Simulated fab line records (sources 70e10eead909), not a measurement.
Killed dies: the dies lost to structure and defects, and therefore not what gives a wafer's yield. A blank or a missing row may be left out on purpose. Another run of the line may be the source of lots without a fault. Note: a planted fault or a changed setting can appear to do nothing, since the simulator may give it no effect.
Matching of chambers || flow nandHarc || NHARC_P_GATE_ETCH_32 on rieSi-03 has 4 sister chambers
The step etches the open film in HBr/Cl2, target depth 150 nm, time 100.1 s. 14 wafers are shown with their chamber, then 7 later ones without.

WAFERS, EACH WITH ITS CHAMBER
{"wafer": "L723.3", "chamber": 3, "drypumpMotorCurrentA (A)": 5.50, "oesProductAu (a.u.)": 0.998, "throttleValvePct (%)": 26.407}
{"wafer": "L723.4", "chamber": 2, "drypumpMotorCurrentA (A)": 5.64, "oesProductAu (a.u.)": 1.019, "throttleValvePct (%)": 26.418}
{"wafer": "L723.5", "chamber": 1, "drypumpMotorCurrentA (A)": 5.22, "oesProductAu (a.u.)": 0.994, "throttleValvePct (%)": 26.396}
{"wafer": "L725.2", "chamber": 3, "drypumpMotorCurrentA (A)": 5.48, "oesProductAu (a.u.)": 1.001, "throttleValvePct (%)": 26.417}
{"wafer": "L725.3", "chamber": 0, "drypumpMotorCurrentA (A)": 5.51, "oesProductAu (a.u.)": 1.003, "throttleValvePct (%)": 26.397}
{"wafer": "L725.4", "chamber": 2, "drypumpMotorCurrentA (A)": 5.67, "oesProductAu (a.u.)": 1.021, "throttleValvePct (%)": 26.407}
{"wafer": "L729.1", "chamber": 2, "drypumpMotorCurrentA (A)": 5.67, "oesProductAu (a.u.)": 1.002, "throttleValvePct (%)": 26.412}
{"wafer": "L729.3", "chamber": 0, "drypumpMotorCurrentA (A)": 5.50, "oesProductAu (a.u.)": 0.995, "throttleValvePct (%)": 26.418}
{"wafer": "L729.6", "chamber": 0, "drypumpMotorCurrentA (A)": 5.50, "oesProductAu (a.u.)": 0.993, "throttleValvePct (%)": 26.389}
{"wafer": "L730.1", "chamber": 1, "drypumpMotorCurrentA (A)": 5.23, "oesProductAu (a.u.)": 1.010, "throttleValvePct (%)": 26.405}
{"wafer": "L730.2", "chamber": 0, "drypumpMotorCurrentA (A)": 5.50, "oesProductAu (a.u.)": 0.998, "throttleValvePct (%)": 26.406}
{"wafer": "L730.4", "chamber": 3, "drypumpMotorCurrentA (A)": 5.50, "oesProductAu (a.u.)": 0.998, "throttleValvePct (%)": 26.411}
{"wafer": "L731.1", "chamber": 1, "drypumpMotorCurrentA (A)": 5.22, "oesProductAu (a.u.)": 0.996, "throttleValvePct (%)": 26.386}
{"wafer": "L731.4", "chamber": 0, "drypumpMotorCurrentA (A)": 5.50, "oesProductAu (a.u.)": 0.990, "throttleValvePct (%)": 26.402}

SIGNATURES (averages over the wafers above)
{"reading": "drypumpMotorCurrentA", "chamber 0": 5.5020, "chamber 1": 5.2233, "chamber 2": 5.6600, "chamber 3": 5.4933, "scatter within a chamber": 0.0101}
{"reading": "oesProductAu", "chamber 0": 0.99580, "chamber 1": 1.00000, "chamber 2": 1.01400, "chamber 3": 0.99900, "scatter within a chamber": 0.00689}
{"reading": "throttleValvePct", "chamber 0": 26.40240, "chamber 1": 26.39567, "chamber 2": 26.41233, "chamber 3": 26.41167, "scatter within a chamber": 0.0087}
Rule: a wafer's distance from a chamber is the root of the sum, over the readings, of the square of ((its reading less the chamber's mean) divided by the reading's scatter). If the next closest chamber is less than 2 further off than the closest, the wafer can't be placed; otherwise it belongs to the closest. The scatter: take each reading less its chamber's mean, square it, sum over the shown wafers, divide by the number of wafers less the number of chambers, and take the root.

WAFERS MISSING THEIR CHAMBER
{"wafer": "L731.5", "drypumpMotorCurrentA (A)": 5.49, "oesProductAu (a.u.)": 0.997, "throttleValvePct (%)": 26.394}
{"wafer": "L732.2", "drypumpMotorCurrentA (A)": 5.50, "oesProductAu (a.u.)": 0.989, "throttleValvePct (%)": 26.413}
{"wafer": "L732.3", "drypumpMotorCurrentA (A)": 5.21, "oesProductAu (a.u.)": 0.998, "throttleValvePct (%)": 26.415}
{"wafer": "L732.6", "drypumpMotorCurrentA (A)": 5.69, "oesProductAu (a.u.)": 0.996, "throttleValvePct (%)": 26.392}
{"wafer": "L734.2", "drypumpMotorCurrentA (A)": 5.23, "oesProductAu (a.u.)": 0.991, "throttleValvePct (%)": 26.398}
{"wafer": "L734.4", "drypumpMotorCurrentA (A)": 5.48, "oesProductAu (a.u.)": 0.996, "throttleValvePct (%)": 26.400}
{"wafer": "L734.5", "drypumpMotorCurrentA (A)": 5.23, "oesProductAu (a.u.)": 0.994, "throttleValvePct (%)": 26.401}

CHAMBER TAKEN BY EACH
{"wafer": "L731.5", "from the rows above": "can't be placed: 0 or 3", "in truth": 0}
{"wafer": "L732.2", "from the rows above": "can't be placed: 0 or 3", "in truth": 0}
{"wafer": "L732.3", "from the rows above": 1, "in truth": 1}
{"wafer": "L732.6", "from the rows above": 2, "in truth": 2}
{"wafer": "L734.2", "from the rows above": 1, "in truth": 1}
{"wafer": "L734.4", "from the rows above": "can't be placed: 3 or 0", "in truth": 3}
{"wafer": "L734.5", "from the rows above": 1, "in truth": 1}
4 of 7 placed correctly. Not placeable from these rows: 3 (in 3, the candidates include the true chamber). Wrongly placed: 0.
